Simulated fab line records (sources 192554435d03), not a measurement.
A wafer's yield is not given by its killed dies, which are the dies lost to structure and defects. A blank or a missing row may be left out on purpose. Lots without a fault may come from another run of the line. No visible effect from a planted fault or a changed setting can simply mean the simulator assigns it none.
fab line records | flow n5-finfet
record: lots: 7 | wafers: 21
route steps=1938 shown WELL_APT@21 DUMMY_GATE@223 SD_EPI_N@288 SD_EPI_P@296 SD_ACTIVATION@330 SDB@365 HKMG_FIN@392
start-h: hours from the record's opening day to when the first of the lot's shown wafers began | wait-h: hours since the lot's step before | " same as the row above | L1.1+2: a single row standing in for several wafers | - no value, or no start was given | * or withheld: withheld | < > ~ a bound
route shown NAME@n: NAME is a module with steps in the file, n the number in the route of the first one | usual: average and standard deviation across the fault-free wafers | same: alike in all rows | chamber/n: place in a boat | sites: each site's reading | _std_site: their standard deviation | _edge_site: inner sites' mean taken away from outer sites' mean | radius-mm: for every site, how far away it sits from the centre of the wafer | mask NAME#n: copy n | behind: the last tool/chamber to shape the wafer | hold: cause of the lot's hold/its duration in hours/its outcome | device: which transistor (n, p or np) failed to switch | end of line: the same wafers' tests at the end of the route | step lacking rows: just its recipe | killed: not the wafer's yield, but the dies lost to structure and defects at the first sort | map: dies across one wafer; x = killed, . = not, _ = none there
set.NAME: the setting that was run; set.NAME@STEP: the one run at that earlier step | model.NAME: the simulator's own value behind a step, which no gauge read
lots whose settings were changed on purpose; a table a step, a row a wafer
== steps ==
step: N5_WELL_APT_COAT_02
recipe: spin-rpm: 1357 | resist-thk-nm: 950
lot.wafer | tool           | chamber | start-h | wait-h | set.spin-rpm | model.coat_of_WELL_APT_COAT_02.thk-nm
L074.1    | litho-track-02 | 0       | -       | -      | 1221         | 1005
L074.5    | "              | 0       | "       | "      | 1221         | 1003
L074.6    | "              | 0       | "       | "      | 1221         | 1006
L075.1    | litho-track-04 | 0       | -       | -      | 1357         | 946.9
L075.4    | "              | 0       | "       | "      | 1357         | 944.3
L075.5    | "              | 0       | "       | "      | 1357         | 944.5
L080.3    | litho-track-01 | 0       | -       | -      | 1357         | 948.3
L080.4    | "              | 0       | "       | "      | 1357         | 951
L080.6    | "              | 0       | "       | "      | 1357         | 950.4
L085.2    | litho-track-01 | 0       | -       | -      | 1357         | 950
L085.3    | "              | 0       | "       | "      | 1456         | 917.1
L085.6    | "              | 0       | "       | "      | 1456         | 914.8
L086.1    | litho-track-02 | 0       | -       | -      | 1294         | 967.1
L086.2    | "              | 0       | "       | "      | 1357         | 944.7
L086.4    | "              | 0       | "       | "      | 1357         | 942
L088.2    | litho-track-01 | 0       | -       | -      | 1357         | 947.4
L088.4    | "              | 0       | "       | "      | 1357         | 945.7
L088.5    | "              | 0       | "       | "      | 1357         | 946.3
L092.3    | litho-track-02 | 0       | -       | -      | 1357         | 943
L092.4    | "              | 0       | "       | "      | 1357         | 942.7
L092.6    | "              | 0       | "       | "      | 1434         | 920.6
step: N5_WELL_APT_COAT_19
recipe: spin-rpm: 1357 | resist-thk-nm: 950
lot.wafer | tool           | chamber | start-h | wait-h | set.spin-rpm | model.coat_of_WELL_APT_COAT_19.thk-nm
L074.1    | litho-track-02 | 0       | -       | -      | 1357         | 951.8
L074.5    | "              | 0       | "       | "      | 1229         | 1001
L074.6    | "              | 0       | "       | "      | 1229         | 997.6
L075.1    | litho-track-01 | 0       | -       | -      | 1357         | 947.9
L075.4    | "              | 0       | "       | "      | 1357         | 951.8
L075.5    | "              | 0       | "       | "      | 1357         | 948.5
L080.3    | litho-track-04 | 0       | -       | -      | 1294         | 975.8
L080.4    | "              | 0       | "       | "      | 1357         | 951.7
L080.6    | "              | 0       | "       | "      | 1357         | 953.1
L085.2    | litho-track-01 | 0       | -       | -      | 1357         | 951.6
L085.3    | "              | 0       | "       | "      | 1226         | 1002
L085.6    | "              | 0       | "       | "      | 1357         | 951.1
L086.1    | litho-track-01 | 0       | -       | -      | 1357         | 949.9
L086.2    | "              | 0       | "       | "      | 1357         | 947.6
L086.4    | "              | 0       | "       | "      | 1445         | 922.2
L088.2    | litho-track-04 | 0       | -       | -      | 1357         | 948.3
L088.4    | "              | 0       | "       | "      | 1458         | 913
L088.5    | "              | 0       | "       | "      | 1458         | 919.8
L092.3    | litho-track-04 | 0       | -       | -      | 1357         | 950.2
L092.4    | "              | 0       | "       | "      | 1357         | 953.5
L092.6    | "              | 0       | "       | "      | 1357         | 949.7
step: N5_WELL_APT_EXPOSE_22
recipe: mask-id: PWELL | na: 0.8 | source-shape: conventional | sigma-outer: 0.8 | polarization: unpolarized | defocus-nm: 0 | target-cd-nm: 200 | dose-mj: 23.2
lot.wafer  | tool           | chamber | start-h | wait-h | mask    | set.dose-mj
L074.1     | krf-scanner-01 | 0       | 14.95   | -      | PWELL#0 | 24.11
L074.5+6   | "              | 0       | "       | "      | PWELL#0 | 23.2
L075.1+4+5 | krf-scanner-02 | 0       | 20.77   | -      | PWELL#0 | 23.2
L080.3     | krf-scanner-02 | 0       | 50.85   | -      | PWELL#0 | 22.06
L080.4+6   | "              | 0       | "       | "      | PWELL#0 | 23.2
L085.2+6   | krf-scanner-01 | 0       | 80.64   | -      | PWELL#0 | 24.2
L085.3     | "              | 0       | "       | "      | PWELL#0 | 23.2
L086.1+2+4 | krf-scanner-01 | 0       | 86.88   | -      | PWELL#0 | 23.2
L088.2+4+5 | krf-scanner-01 | 0       | 98.78   | -      | PWELL#0 | 23.2
L092.3+4   | krf-scanner-02 | 0       | 122.79  | -      | PWELL#0 | 23.2
L092.6     | "              | 0       | "       | "      | PWELL#0 | 22.51
step: N5_WELL_APT_PEB_23
recipe: peb-temp-c: 130 | peb-time-s: 90
step: N5_WELL_APT_DEVELOP_24
recipe: develop-time-s: 45 | rinse-liquid: surfactant-rinse | dry: air-spin | dev-temp-c: 21
step: N5_WELL_APT_HARDBAKE_29
recipe: temp-c: 130 | time-s: 120
step: N5_WELL_APT_CD_MEAS_25
recipe: target-cd-nm: 200 | landing-energy-ev: 500 | detector: se-inlens
usual: cd-nm: 199.3/2.2
lot.wafer | tool      | chamber | start-h | wait-h | set.spin-rpm@WELL_APT_COAT_19 | set.dose-mj@WELL_APT_EXPOSE_22 | cd-nm
L074.1    | cd-sem-01 | 0       | 15.12   | -      | 1357                          | 24.11                          | 207.4
L074.5    | "         | 0       | "       | "      | 1229                          | 23.2                           | 199.2
L074.6    | "         | 0       | "       | "      | 1229                          | 23.2                           | 199.7
L075.1    | cd-sem-03 | 0       | 20.94   | -      | 1357                          | 23.2                           | 196.6
L075.4    | "         | 0       | "       | "      | 1357                          | 23.2                           | 198.0
L075.5    | "         | 0       | "       | "      | 1357                          | 23.2                           | 197.2
L080.3    | cd-sem-03 | 0       | 51.02   | -      | 1294                          | 22.06                          | 184.5
L080.4    | "         | 0       | "       | "      | 1357                          | 23.2                           | 200.0
L080.6    | "         | 0       | "       | "      | 1357                          | 23.2                           | 197.5
L085.2    | cd-sem-02 | 0       | 80.81   | -      | 1357                          | 24.2                           | 208.2
L085.3    | "         | 0       | "       | "      | 1226                          | 23.2                           | 199.1
L085.6    | "         | 0       | "       | "      | 1357                          | 24.2                           | 207.9
L086.1    | cd-sem-02 | 0       | 87.05   | -      | 1357                          | 23.2                           | 200.2
L086.2    | "         | 0       | "       | "      | 1357                          | 23.2                           | 200.4
L086.4    | "         | 0       | "       | "      | 1445                          | 23.2                           | 199.4
L088.2    | cd-sem-01 | 0       | 98.94   | -      | 1357                          | 23.2                           | 200.2
L088.4    | "         | 0       | "       | "      | 1458                          | 23.2                           | 201.1
L088.5    | "         | 0       | "       | "      | 1458                          | 23.2                           | 202.5
L092.3    | cd-sem-02 | 0       | 122.95  | -      | 1357                          | 23.2                           | 196.6
L092.4    | "         | 0       | "       | "      | 1357                          | 23.2                           | 195.1
L092.6    | "         | 0       | "       | "      | 1357                          | 22.51                          | 195.1
step: N5_WELL_APT_DESCUM_30
recipe: chemistry: O2 | time-s: 7.9 | source-power-w: 50 | bias-power-w: 20 | pressure-mtorr: 20 | rf-frequency-hz: 2.712e+07 | temp-c: 40 | o2-flow-sccm: 225
lot.wafer | tool        | chamber | start-h | wait-h | set.spin-rpm@WELL_APT_COAT_19 | set.dose-mj@WELL_APT_EXPOSE_22 | model.WELL_APT.cd-nm
L074.1    | rie-diel-05 | 1       | 15.58   | 0.4    | 1357                          | 24.11                          | 207
L074.5    | "           | 2       | "       | "      | 1229                          | 23.2                           | 198.9
L074.6    | "           | 1       | "       | "      | 1229                          | 23.2                           | 199.7
L075.1    | rie-diel-06 | 2       | 21.36   | 0.4    | 1357                          | 23.2                           | 196.7
L075.4    | "           | 0       | "       | "      | 1357                          | 23.2                           | 197.8
L075.5    | "           | 2       | "       | "      | 1357                          | 23.2                           | 197.4
L080.3    | rie-diel-02 | 2       | 51.10   | 0.0    | 1294                          | 22.06                          | 185.1
L080.4    | "           | 1       | "       | "      | 1357                          | 23.2                           | 199.6
L080.6    | "           | 3       | "       | "      | 1357                          | 23.2                           | 197.6
L085.2    | rie-diel-02 | 3       | 80.89   | 0.0    | 1357                          | 24.2                           | 208.7
L085.3    | "           | 0       | "       | "      | 1226                          | 23.2                           | 199.2
L085.6    | "           | 0       | "       | "      | 1357                          | 24.2                           | 207.9
L086.1    | rie-diel-02 | 3       | 87.14   | 0.0    | 1357                          | 23.2                           | 200.5
L086.2    | "           | 2       | "       | "      | 1357                          | 23.2                           | 200.6
L086.4    | "           | 0       | "       | "      | 1445                          | 23.2                           | 199.3
L088.2    | rie-diel-02 | 1       | 99.03   | 0.0    | 1357                          | 23.2                           | 200
L088.4    | "           | 0       | "       | "      | 1458                          | 23.2                           | 201.5
L088.5    | "           | 3       | "       | "      | 1458                          | 23.2                           | 202.5
L092.3    | rie-diel-02 | 2       | 123.67  | 0.7    | 1357                          | 23.2                           | 196.8
L092.4    | "           | 2       | "       | "      | 1357                          | 23.2                           | 194.9
L092.6    | "           | 0       | "       | "      | 1357                          | 22.51                          | 195.1
step: N5_DUMMY_GATE_COAT_35
recipe: resist: SiARC | temp-c: 220 | time-s: 60 | spin-rpm: 1500 | resist-thk-nm: 10
lot.wafer  | tool           | chamber | start-h | wait-h | set.spin-rpm | model.SiARC_of_DUMMY_GATE_COAT_35.thk-nm
L074.1     | litho-track-04 | 0       | -       | -      | 1500         | 10
L074.5+6   | "              | 0       | "       | "      | 1598         | 9.6
L075.1+4+5 | litho-track-04 | 0       | -       | -      | 1500         | 10
L080.3+4   | litho-track-03 | 0       | -       | -      | 1652         | 9.6
L080.6     | "              | 0       | "       | "      | 1500         | 10
L085.2     | litho-track-03 | 0       | -       | -      | 1447         | 10.2
L085.3+6   | "              | 0       | "       | "      | 1500         | 10
L086.1+2+4 | litho-track-05 | 0       | -       | -      | 1577         | 9.8
L088.2+5   | litho-track-04 | 0       | -       | -      | 1573         | 9.8
L088.4     | "              | 0       | "       | "      | 1500         | 10
L092.3+4+6 | litho-track-03 | 0       | -       | -      | 1500         | 10
step: N5_SD_EPI_N_EPI_21
recipe: material: Si:P | dopant: P | temp-c: 680 | pressure-torr: 255 | time-s: 690
lot.wafer | tool         | chamber | start-h | wait-h | set.time-s | model.Si-P_of_SD_EPI_N_EPI_21.thk-nm
L074.1    | epi-rpcvd-04 | 0       | 50.10   | 0.1    | 690        | 59.8
L074.5    | "            | 0       | 51.22   | 1.1    | 733.8      | 63.2
L074.6    | "            | 0       | "       | "      | 733.8      | 62
L075.1    | epi-rpcvd-01 | 0       | 57.91   | 0.2    | 690        | 59.4
L075.4    | "            | 0       | 59.03   | 1.2    | 690        | 59.8
L075.5    | "            | 0       | "       | "      | 690        | 60
L080.3    | epi-rpcvd-04 | 0       | 87.63   | 0.9    | 690        | 59.8
L080.4    | "            | 0       | "       | "      | 690        | 58.8
L080.6    | "            | 0       | "       | "      | 690        | 59.4
L085.2+3  | epi-rpcvd-01 | 0       | 118.98  | 0.4    | 789.1      | 65
L085.6    | "            | 0       | 120.10  | 1.4    | 690        | 58.4
L086.1    | epi-rpcvd-02 | 0       | 126.56  | 0.1    | 690        | 60.6
L086.2    | "            | 0       | "       | "      | 597.5      | 54.6
L086.4    | "            | 0       | "       | "      | 690        | 60.8
L088.2    | epi-rpcvd-04 | 0       | 137.80  | 0.4    | 690        | 58.4
L088.4    | "            | 0       | "       | "      | 621.3      | 54.8
L088.5    | "            | 0       | "       | "      | 690        | 59.2
L092.3    | epi-rpcvd-04 | 0       | 158.85  | 0.7    | 690        | 59
L092.4    | "            | 0       | "       | "      | 651.2      | 56.4
L092.6    | "            | 0       | "       | "      | 690        | 58.4
step: N5_SD_EPI_N_EPI_MEAS_23
recipe: mode: xrd
usual: thk-nm: 59.1/1.1
lot.wafer | tool          | chamber | start-h | wait-h | set.time-s@SD_EPI_N_EPI_21 | thk-nm
L074.1    | film-metro-01 | -       | 51.81   | 1.4    | 690                        | 60.0
L074.5    | "             | -       | "       | "      | 733.8                      | 63.9
L074.6    | "             | -       | "       | "      | 733.8                      | 61.0
L075.1    | film-metro-02 | -       | 60.19   | 1.9    | 690                        | 59.1
L075.4    | "             | -       | "       | "      | 690                        | 58.2
L075.5    | "             | -       | "       | "      | 690                        | 59.8
L080.3    | film-metro-02 | -       | 89.17   | 1.2    | 690                        | 59.0
L080.4    | "             | -       | "       | "      | 690                        | 58.5
L080.6    | "             | -       | "       | "      | 690                        | 59.2
L085.2    | film-metro-02 | -       | 120.42  | 1.2    | 789.1                      | 65.2
L085.3    | "             | -       | "       | "      | 789.1                      | 64.0
L085.6    | "             | -       | "       | "      | 690                        | 57.0
L086.1    | film-metro-02 | -       | 128.27  | 1.4    | 690                        | 60.3
L086.2    | "             | -       | "       | "      | 597.5                      | 55.2
L086.4    | "             | -       | "       | "      | 690                        | 59.0
L088.2    | film-metro-02 | -       | 139.23  | 1.2    | 690                        | 59.8
L088.4    | "             | -       | "       | "      | 621.3                      | 55.2
L088.5    | "             | -       | "       | "      | 690                        | 58.5
L092.3    | film-metro-01 | -       | 160.01  | 0.9    | 690                        | 57.7
L092.4    | "             | -       | "       | "      | 651.2                      | 54.2
L092.6    | "             | -       | "       | "      | 690                        | 58.3
step: N5_SD_EPI_P_COAT_35
recipe: resist: SiARC | temp-c: 220 | time-s: 60 | spin-rpm: 1500 | resist-thk-nm: 35
lot.wafer  | tool           | chamber | start-h | wait-h | set.spin-rpm | model.SiARC_of_SD_EPI_P_COAT_35.thk-nm
L074.1+5+6 | litho-track-03 | 0       | -       | -      | 1500         | 35
L075.1+5   | litho-track-03 | 0       | -       | -      | 1500         | 35
L075.4     | "              | 0       | "       | "      | 1500         | 34.8
L080.3     | litho-track-05 | 0       | -       | -      | 1500         | 35.2
L080.4+6   | "              | 0       | "       | "      | 1500         | 35
L085.2+3   | litho-track-05 | 0       | -       | -      | 1500         | 35
L085.6     | "              | 0       | "       | "      | 1449         | 35.6
L086.1+4   | litho-track-02 | 0       | -       | -      | 1380         | 36.2
L086.2     | "              | 0       | "       | "      | 1500         | 34.8
L088.2+4   | litho-track-02 | 0       | -       | -      | 1500         | 34.8
L088.5     | "              | 0       | "       | "      | 1662         | 33.2
L092.3+4+6 | litho-track-03 | 0       | -       | -      | 1500         | 35
step: N5_SD_EPI_P_COAT_03
recipe: resist: CAR-ArF-block | spin-rpm: 1500 | resist-thk-nm: 150
step: N5_SD_EPI_P_EBR_05
recipe: solvent: PGMEA | ebr-width-mm: 1.5
step: N5_SD_EPI_P_DESCUM_14
recipe: chemistry: O2 | time-s: 7.9 | source-power-w: 50 | bias-power-w: 20 | pressure-mtorr: 20 | rf-frequency-hz: 2.712e+07 | temp-c: 40 | resist: CAR-ArF-block | o2-flow-sccm: 225
step: N5_SD_EPI_P_ETCH_36
recipe: chemistry: CF4 | target: SiARC | target-depth-a: 455 | mask-material: CAR-ArF-block | time-s: 75.8 | ion-energy-ev: 80 | pressure-mtorr: 40 | source-w: 545 | bias-w: 36 | Ar_flow_sccm: 100 | cf4-flow-sccm: 100 | ends: cleared
lot.wafer | tool        | chamber | start-h | wait-h | set.spin-rpm@SD_EPI_P_COAT_35 | model.etch.depth-nm
L074.1    | rie-diel-04 | 0       | 53.15   | 0.0    | 1500                          | 35.07
L074.5    | "           | 2       | "       | "      | 1500                          | 34.95
L074.6    | "           | 1       | "       | "      | 1500                          | 35.01
L075.1    | rie-diel-01 | 3       | 61.93   | 0.0    | 1500                          | 34.93
L075.4    | "           | 1       | "       | "      | 1500                          | 34.86
L075.5    | "           | 3       | "       | "      | 1500                          | 35.1
L080.3    | rie-diel-03 | 3       | 90.25   | 0.0    | 1500                          | 35.1
L080.4    | "           | 1       | "       | "      | 1500                          | 35.08
L080.6    | "           | 3       | "       | "      | 1500                          | 35.06
L085.2    | rie-diel-03 | 3       | 121.82  | 0.0    | 1500                          | 35.01
L085.3    | "           | 2       | "       | "      | 1500                          | 34.95
L085.6    | "           | 1       | "       | "      | 1449                          | 35.56
L086.1    | rie-diel-04 | 1       | 129.38  | 0.0    | 1380                          | 36.26
L086.2    | "           | 0       | "       | "      | 1500                          | 34.79
L086.4    | "           | 0       | "       | "      | 1380                          | 36.24
L088.2    | rie-diel-04 | 2       | 140.75  | 0.0    | 1500                          | 34.89
L088.4    | "           | 3       | "       | "      | 1500                          | 34.87
L088.5    | "           | 2       | "       | "      | 1662                          | 33.23
L092.3    | rie-diel-03 | 0       | 161.04  | 0.0    | 1500                          | 35.07
L092.4    | "           | 1       | "       | "      | 1500                          | 34.99
L092.6    | "           | 1       | "       | "      | 1500                          | 34.98
step: N5_SD_EPI_P_ETCH_37
recipe: chemistry: N2/H2 | target: SOC | overetch-a: 1080 | mask-material: SiARC | temp-c: 40 | ion-energy-ev: 100 | source-w: 3000 | bias-w: 133 | pressure-mtorr: 20 | time-s: 486 | n2-flow-sccm: 200 | h2-flow-sccm: 200 | ends: end-point
step: N5_SD_EPI_P_STRIP_38
recipe: chemistry: N2/H2 | temp-c: 40 | n2-flow-sccm: 200 | h2-flow-sccm: 200 | rf-frequency-hz: 6e+07
step: N5_SD_ACTIVATION_RTA_00
recipe: temp-c: 975 | time-s: 0 | ambient: N2 | idle-temp-c: 600 | ramp-up-c-per-s: 150 | ramp-down-c-per-s: 60 | cool-to-c: 600
step: N5_SD_ACTIVATION_LSA_01
recipe: temp-c: 1080 | time-s: 0.0008 | ambient: N2
step: N5_SD_ACTIVATION_RS_MEAS_03
recipe: thk-meas-gauge: four-point-probe
usual: RS_SD_N: 21.90/0.28 | RS_SD_P: 55.8/0.75
lot.wafer | tool          | chamber | start-h | wait-h | set.time-s@SD_EPI_N_EPI_21 | RS_SD_N[ohm/sq] | RS_SD_P[ohm/sq]
L074.1    | film-metro-01 | -       | 57.31   | 0.2    | 690                        | 21.68           | 56.9
L074.5    | "             | -       | "       | "      | 733.8                      | 20.43           | 55.6
L074.6    | "             | -       | "       | "      | 733.8                      | 20.77           | 56.5
L075.1    | film-metro-01 | -       | 66.90   | 0.2    | 690                        | 21.39           | 55.5
L075.4    | "             | -       | "       | "      | 690                        | 21.42           | 55.4
L075.5    | "             | -       | "       | "      | 690                        | 21.46           | 54.7
L080.3    | film-metro-02 | -       | 94.81   | 0.2    | 690                        | 21.57           | 56.5
L080.4    | "             | -       | "       | "      | 690                        | 21.67           | 56.5
L080.6    | "             | -       | "       | "      | 690                        | 21.76           | 55.7
L085.2    | film-metro-02 | -       | 125.96  | 0.2    | 789.1                      | 19.77           | 55.5
L085.3    | "             | -       | "       | "      | 789.1                      | 19.88           | 55.5
L085.6    | "             | -       | "       | "      | 690                        | 22.14           | 55.0
L086.1    | film-metro-01 | -       | 133.51  | 0.2    | 690                        | 21.22           | 56.0
L086.2    | "             | -       | "       | "      | 597.5                      | 23.56           | 55.6
L086.4    | "             | -       | "       | "      | 690                        | 21.25           | 55.7
L088.2    | film-metro-01 | -       | 144.88  | 0.2    | 690                        | 22.25           | 53.9
L088.4    | "             | -       | "       | "      | 621.3                      | 23.62           | 54.8
L088.5    | "             | -       | "       | "      | 690                        | 22.00           | 54.0
L092.3    | film-metro-01 | -       | 165.26  | 0.2    | 690                        | 22.00           | 55.8
L092.4    | "             | -       | "       | "      | 651.2                      | 22.95           | 55.8
L092.6    | "             | -       | "       | "      | 690                        | 22.24           | 55.9
step: N5_SDB_STRIP_22
recipe: chemistry: N2/H2 | power-w: 1000 | temp-c: 250 | h2-frac: 0.65 | overash-fraction: 0.3 | pressure-mtorr: withheld | n2-flow-sccm: 1750 | h2-flow-sccm: 3250
usual: oes-product-au: 0.715/0.0045 | strip-time-to-endpoint-s: 96.4/0.36
lot.wafer | tool            | chamber | start-h | wait-h | set.power-w | oes-product-au | strip-time-to-endpoint-s
L074.1    | plasma-asher-01 | 0       | 64.94   | 0.1    | 1161        | 0.750          | 90.2
L074.5    | "               | 0       | "       | "      | 1000        | 0.714          | 96.4
L074.6    | "               | 1       | "       | "      | 1000        | 0.721          | 96.3
L075.1    | plasma-asher-01 | 0       | 74.37   | 0.1    | 1000        | 0.714          | 96.2
L075.4    | "               | 0       | "       | "      | 1000        | 0.716          | 96.5
L075.5    | "               | 1       | "       | "      | 1000        | 0.709          | 96.6
L080.3    | plasma-asher-01 | 0       | 103.25  | 0.1    | 896.7       | 0.694          | 100.7
L080.4    | "               | 1       | "       | "      | 1000        | 0.714          | 95.7
L080.6    | "               | 0       | "       | "      | 896.7       | 0.688          | 100.4
L085.2    | plasma-asher-02 | 0       | 133.28  | 0.1    | 876.8       | 0.686          | 101.9
L085.3    | "               | 1       | "       | "      | 1000        | 0.705          | 96.2
L085.6    | "               | 1       | "       | "      | 876.8       | 0.691          | 101.9
L086.1    | plasma-asher-01 | 0       | 140.98  | 0.1    | 938         | 0.698          | 99.6
L086.2    | "               | 1       | "       | "      | 1000        | 0.720          | 96.2
L086.4    | "               | 0       | "       | "      | 1000        | 0.711          | 96.0
L088.2    | plasma-asher-01 | 1       | 152.34  | 0.1    | 1000        | 0.714          | 96.8
L088.4    | "               | 0       | "       | "      | 1170        | 0.742          | 90.5
L088.5    | "               | 1       | "       | "      | 1170        | 0.751          | 90.5
L092.3    | plasma-asher-02 | 0       | 172.99  | 0.1    | 837.8       | 0.678          | 104.5
L092.4    | "               | 1       | "       | "      | 1000        | 0.716          | 96.5
L092.6    | "               | 0       | "       | "      | 837.8       | 0.671          | 104.2
step: N5_HKMG_FIN_COAT_43
recipe: resist: CAR-ArF | spin-rpm: 1500 | resist-thk-nm: 90
lot.wafer  | tool           | chamber | start-h | wait-h | set.spin-rpm | model.CAR-ArF_of_HKMG_FIN_COAT_43.thk-nm
L074.1+6   | litho-track-02 | 0       | -       | -      | 1581         | 87.8
L074.5     | "              | 0       | "       | "      | 1500         | 90.2
L075.1     | litho-track-03 | 0       | -       | -      | 1500         | 89.4
L075.4+5   | "              | 0       | "       | "      | 1500         | 89.6
L080.3     | litho-track-02 | 0       | -       | -      | 1500         | 89.8
L080.4+6   | "              | 0       | "       | "      | 1638         | 86
L085.2     | litho-track-01 | 0       | -       | -      | 1401         | 93
L085.3     | "              | 0       | "       | "      | 1401         | 92.8
L085.6     | "              | 0       | "       | "      | 1500         | 89.8
L086.1     | litho-track-03 | 0       | -       | -      | 1334         | 95.2
L086.2+4   | "              | 0       | "       | "      | 1500         | 89.8
L088.2+4+5 | litho-track-02 | 0       | -       | -      | 1500         | 90.2
L092.3     | litho-track-01 | 0       | -       | -      | 1631         | 86.6
L092.4+6   | "              | 0       | "       | "      | 1500         | 90.2
step: N5_HKMG_FIN_ETCH_54
recipe: chemistry: CF4 | target: SiARC | target-depth-a: 455 | mask-material: CAR-ArF | time-s: 75.8 | ion-energy-ev: 80 | pressure-mtorr: 40 | source-w: 545 | bias-w: 36 | Ar_flow_sccm: 100 | cf4-flow-sccm: 100 | ends: cleared
lot.wafer | tool        | chamber | start-h | wait-h | set.cf4-flow-sccm | set.spin-rpm@HKMG_FIN_COAT_43 | model.CAR-ArF_of_HKMG_FIN_COAT_43.thk-nm
L074.1+6  | rie-diel-06 | 1       | 70.28   | 0.0    | 100               | 1581                          | 48.8
L074.5    | "           | 3       | "       | "      | 100               | 1500                          | 51.2
L075.1+4  | rie-diel-02 | 0,2     | 79.97   | 0.0    | 100               | 1500                          | 50.4
L075.5    | "           | 1       | "       | "      | 100               | 1500                          | 50.6
L080.3    | rie-diel-05 | 3       | 109.18  | 0.0    | 82.15             | 1500                          | 50.8
L080.4    | "           | 2       | "       | "      | 82.15             | 1638                          | 47
L080.6    | "           | 1       | "       | "      | 100               | 1638                          | 46.8
L085.2+3  | rie-diel-05 | 3,0     | 139.02  | 0.0    | 100               | 1401                          | 53.8
L085.6    | "           | 0       | "       | "      | 100               | 1500                          | 50.6
L086.1    | rie-diel-05 | 2       | 146.35  | 0.0    | 100               | 1334                          | 56.2
L086.2    | "           | 1       | "       | "      | 100               | 1500                          | 50.8
L086.4    | "           | 0       | "       | "      | 100               | 1500                          | 50.6
L088.2+4  | rie-diel-05 | 3,1     | 157.52  | 0.0    | 100               | 1500                          | 51.2
L088.5    | "           | 0       | "       | "      | 100               | 1500                          | 51.4
L092.3    | rie-diel-02 | 0       | 178.40  | 0.0    | 100               | 1631                          | 47.4
L092.4+6  | "           | 1,0     | "       | "      | 100               | 1500                          | 51
== key ==
split: step: N5_WELL_APT_COAT_02 | setting: spin-rpm | stated: 1357 | by: wafer
response: step: N5_WELL_APT_COAT_02 | reading: model.coat_of_WELL_APT_COAT_02.thk-nm | change: -4.53 | per: 1% | r: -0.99
split: step: N5_WELL_APT_COAT_19 | setting: spin-rpm | stated: 1357 | by: wafer
response: step: N5_WELL_APT_COAT_19 | reading: model.coat_of_WELL_APT_COAT_19.thk-nm | change: -4.82 | per: 1% | r: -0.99
response: step: N5_WELL_APT_CD_MEAS_25 | reading: cd-nm | shape: bent | at-lowest: 199.1 | at-stated: 200.0 | at-highest: 201.8
response: step: N5_WELL_APT_DESCUM_30 | reading: model.WELL_APT.cd-nm | shape: bent | at-lowest: 199.2 | at-stated: 200 | at-highest: 202
split: step: N5_WELL_APT_EXPOSE_22 | setting: dose-mj | stated: 23.2 | by: wafer
response: step: N5_WELL_APT_CD_MEAS_25 | reading: cd-nm | change: +2.12 | per: 1% | r: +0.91
response: step: N5_WELL_APT_DESCUM_30 | reading: model.WELL_APT.cd-nm | change: +2.06 | per: 1% | r: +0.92
split: step: N5_DUMMY_GATE_COAT_35 | setting: spin-rpm | stated: 1500 | by: wafer
response: step: N5_DUMMY_GATE_COAT_35 | reading: model.SiARC_of_DUMMY_GATE_COAT_35.thk-nm | change: -0.046 | per: 1% | r: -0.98
split: step: N5_SD_EPI_N_EPI_21 | setting: time-s | stated: 690 | by: wafer
response: step: N5_SD_EPI_N_EPI_21 | reading: model.Si-P_of_SD_EPI_N_EPI_21.thk-nm | change: +0.444 | per: 1% | r: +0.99
response: step: N5_SD_EPI_N_EPI_MEAS_23 | reading: thk-nm | change: * | per: 1% | r: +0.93
response: step: N5_SD_ACTIVATION_RS_MEAS_03 | reading: RS_SD_N | change: -0.163 | per: 1% | r: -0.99
split: step: N5_SD_EPI_P_COAT_35 | setting: spin-rpm | stated: 1500 | by: wafer
response: step: N5_SD_EPI_P_COAT_35 | reading: model.SiARC_of_SD_EPI_P_COAT_35.thk-nm | change: -0.159 | per: 1% | r: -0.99
response: step: N5_SD_EPI_P_ETCH_36 | reading: model.etch.depth-nm | change: -0.163 | per: 1% | r: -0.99
split: step: N5_SDB_STRIP_22 | setting: power-w | stated: 1000 | by: wafer
response: step: N5_SDB_STRIP_22 | reading: oes-product-au | change: +0.00208 | per: 1% | r: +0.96
response: step: N5_SDB_STRIP_22 | reading: strip-time-to-endpoint-s | change: * | per: 1% | r: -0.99
split: step: N5_HKMG_FIN_COAT_43 | setting: spin-rpm | stated: 1500 | by: wafer
response: step: N5_HKMG_FIN_COAT_43 | reading: model.CAR-ArF_of_HKMG_FIN_COAT_43.thk-nm | change: -0.448 | per: 1% | r: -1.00
response: step: N5_HKMG_FIN_ETCH_54 | reading: model.CAR-ArF_of_HKMG_FIN_COAT_43.thk-nm | change: -0.456 | per: 1% | r: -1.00
split: step: N5_HKMG_FIN_ETCH_54 | setting: cf4-flow-sccm | stated: 100 | by: wafer
response none clear
